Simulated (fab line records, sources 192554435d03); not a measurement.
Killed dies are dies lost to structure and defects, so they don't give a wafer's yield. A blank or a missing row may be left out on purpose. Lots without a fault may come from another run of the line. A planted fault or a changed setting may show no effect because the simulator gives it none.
Split-lot experiment | flow n5_finfet | 7 lots, 21 wafers read, on a route of 1938 steps

THE SPLIT
At N5_MOL_CONTACT_COAG_COAT_76 (time 60 s, resist thk 10 nm), the setting spin_rpm was moved away from the recipe's 1500 rpm on 8 of the 21 wafers read, by +3.3% to +9.2%. The other wafers ran this setting at the recipe's value.

FROM THE SPLIT TO THE READING: what the file shows between them, 4 steps
- N5_MOL_CONTACT_COAG_COAT_77: time 60 s, resist thk 10 nm
- N5_MOL_CONTACT_COAG_COAT_78: resist thk 40 nm
- N5_MOL_CONTACT_COAG_DESCUM_88: chemistry O2, time 7 s
- N5_MOL_CONTACT_COAG_ETCH_89: etches underlayer in N2/H2, target depth 13 nm, time 10.4 s

THE READING
etch.depth_nm (the simulator's own value, which no gauge read), in nm, at N5_MOL_CONTACT_COAG_ETCH_90 (etches SiARC in CF4, target depth 13 nm, time 21.7 s). The file gives no usual value for it. The 13 wafers here that ran the recipe average 10.021 nm, standard deviation 0.028 nm.

wafer  | tool, chamber at the split | spin_rpm as run, rpm | against the recipe | etch.depth_nm, nm | against lot-mates on the recipe
L074.2 | litho_track-02, 0          | 1500                 | recipe             | 10.05             | -
L074.3 | litho_track-02, 0          | 1500                 | recipe             | 10.03             | -
L074.5 | litho_track-02, 0          | 1500                 | recipe             | 10.03             | -
L076.3 | litho_track-04, 0          | 1500                 | recipe             | 9.996             | -
L076.4 | litho_track-04, 0          | 1500                 | recipe             | 9.984             | -
L076.6 | litho_track-04, 0          | 1500                 | recipe             | 9.965             | -
L080.2 | litho_track-02, 0          | 1500                 | recipe             | 10.03             | -
L080.4 | litho_track-02, 0          | 1500                 | recipe             | 10.05             | -
L080.6 | litho_track-02, 0          | 1552                 | +3.5%              | 9.85              | -0.190
L082.1 | litho_track-01, 0          | 1578                 | +5.2%              | 9.715             | -0.266
L082.2 | litho_track-01, 0          | 1500                 | recipe             | 9.981             | -
L082.5 | litho_track-01, 0          | 1578                 | +5.2%              | 9.721             | -0.260
L083.2 | litho_track-01, 0          | 1638                 | +9.2%              | 9.619             | -0.421
L083.4 | litho_track-01, 0          | 1638                 | +9.2%              | 9.635             | -0.405
L083.6 | litho_track-01, 0          | 1500                 | recipe             | 10.04             | -
L087.2 | litho_track-04, 0          | 1549                 | +3.3%              | 9.864             | -0.176
L087.4 | litho_track-04, 0          | 1500                 | recipe             | 10.03             | -
L087.6 | litho_track-04, 0          | 1500                 | recipe             | 10.05             | -
L089.3 | litho_track-02, 0          | 1604                 | +6.9%              | 9.721             | -0.319
L089.4 | litho_track-02, 0          | 1604                 | +6.9%              | 9.692             | -0.348
L089.5 | litho_track-02, 0          | 1500                 | recipe             | 10.04             | -

THE FIT
A straight line over all 21 wafers: etch.depth_nm changes by -0.0458 nm for each +1% of spin_rpm; r = -0.98; the points scatter about the line by 0.033 nm.
The same after taking each lot's own level away (the mean of its wafers on the recipe; 21 wafers): -0.0468 nm for each +1%; r = -1.00; scatter 0.015 nm.
On that fit, the largest move of spin_rpm shifts the reading by 0.43 nm.
The lots' own levels span 9.9810 to 10.0400 nm, that is 2.1 times the standard deviation above.
So the lot-to-lot level changes the slope little: the two slopes agree.
Check: with one of the wafers moved furthest among these (+9.2%) left out of the fit, the line predicts -0.439 nm for it against its lot-mates. It came out at -0.421 nm against them.

OTHER SPLITS ON THESE WAFERS
These wafers also went through other splits before the reading. Each is held against what the fit with the lots' levels taken away leaves over:
other split on the same wafers       | wafers away from the commonest value | r with etch.depth_nm (lot level and that fit taken away)
N5_SD_EPI_P_EPI_21 epi_growth_time_s | 6                                    | -0.24
N5_GATE_CUT_ETCH_58 bias_w           | 7                                    | +0.12

THE WHOLE CHAIN: every reading that the file lists as answering this split, in the file's order
step                        | what it does                                         | reading                                                                                   | change (the file's fit)                | r (the file's)
N5_MOL_CONTACT_COAG_COAT_76 | time 60 s, resist thk 10 nm                          | SiARC_of_MOL_CONTACT_COAG_COAT_76.thk_nm (the simulator's own value, which no gauge read) | -0.0447 nm for each +1% of the setting | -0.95
N5_MOL_CONTACT_COAG_ETCH_90 | etches SiARC in CF4, target depth 13 nm, time 21.7 s | etch.depth_nm (the simulator's own value, which no gauge read)                            | -0.048 nm for each +1% of the setting  | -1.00

THE FILE'S OWN FIT
etch.depth_nm changes by -0.048 nm for each +1% of spin_rpm, r = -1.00.
